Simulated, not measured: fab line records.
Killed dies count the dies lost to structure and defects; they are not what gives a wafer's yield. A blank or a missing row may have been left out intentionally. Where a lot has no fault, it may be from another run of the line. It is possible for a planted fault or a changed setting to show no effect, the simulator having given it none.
Matching of chambers    flow n5 finfet    N5_BEOL_M13_DESCUM_15 on rie diel-04 has 4 sister chambers
The step chemistry O2, time 7.9 s. 20 wafers are shown with their chamber, then 10 later ones without.

== WAFERS, EACH WITH ITS CHAMBER ==
wafer   chamber  throttle valve pct (%)  oes product au (a.u.)  showerhead plenum p Torr (Torr)
L075.1  2        20.9                    0.71                   2.19
L075.4  0        20.8                    0.70                   2.07
L075.5  0        20.8                    0.70                   2.07
L078.1  3        19.9                    0.93                   2.15
L078.2  0        20.8                    0.70                   2.07
L078.6  1        20.1                    0.71                   2.15
L081.1  1        20.1                    0.71                   2.15
L081.3  0        20.8                    0.69                   2.07
L081.6  3        19.9                    0.94                   2.15
L091.4  2        20.9                    0.71                   2.18
L091.5  2        20.9                    0.70                   2.18
L091.6  1        20.1                    0.72                   2.15
L088.1  3        19.9                    0.91                   2.14
L088.5  0        20.9                    0.70                   2.07
L088.6  2        20.9                    0.70                   2.18
L090.1  2        20.9                    0.70                   2.18
L090.2  0        20.9                    0.70                   2.06
L090.6  0        20.9                    0.69                   2.07
L093.1  2        20.9                    0.70                   2.18
L093.3  3        19.9                    0.91                   2.14

SIGNATURES (means of the wafers above)
reading                   chamber 0  chamber 1  chamber 2  chamber 3  scatter within a chamber
throttle valve pct        20.843     20.100     20.900     19.900     0.0327
oes product au            0.6971     0.7133     0.7033     0.9225     0.00798
showerhead plenum p Torr  2.0686     2.1500     2.1817     2.1450     0.0041
Rule: distance of a wafer from a chamber = root of the sum over the readings of ((wafer's reading minus chamber's mean) / reading's scatter) squared. The wafer belongs to the nearest chamber; if the next one is less than 2 further off, it can't be placed. The scatter: take each reading less its chamber's mean, square it, sum over the shown wafers, divide by the number of wafers less the number of chambers, and take the root.

== WAFERS WITH NO CHAMBER GIVEN ==
wafer   throttle valve pct (%)  oes product au (a.u.)  showerhead plenum p Torr (Torr)
L093.4  20.2                    0.71                   2.15
L096.1  19.9                    0.90                   2.14
L096.4  20.9                    0.69                   2.17
L096.5  20.2                    0.71                   2.15
L094.1  20.2                    0.69                   2.14
L094.3  19.9                    0.89                   2.14
L094.6  20.9                    0.68                   2.06
L097.1  20.9                    0.68                   2.17
L097.4  20.2                    0.71                   2.14
L097.6  20.9                    0.67                   2.06

== CHAMBER TAKEN BY EACH ==
wafer   from the rows above  in truth
L093.4  1                    1
L096.1  3                    3
L096.4  2                    2
L096.5  1                    1
L094.1  1                    1
L094.3  3                    3
L094.6  0                    0
L097.1  2                    2
L097.4  1                    1
L097.6  0                    0
10 of 10 placed correctly. Not placeable from these rows: 0. Wrongly placed: 0.
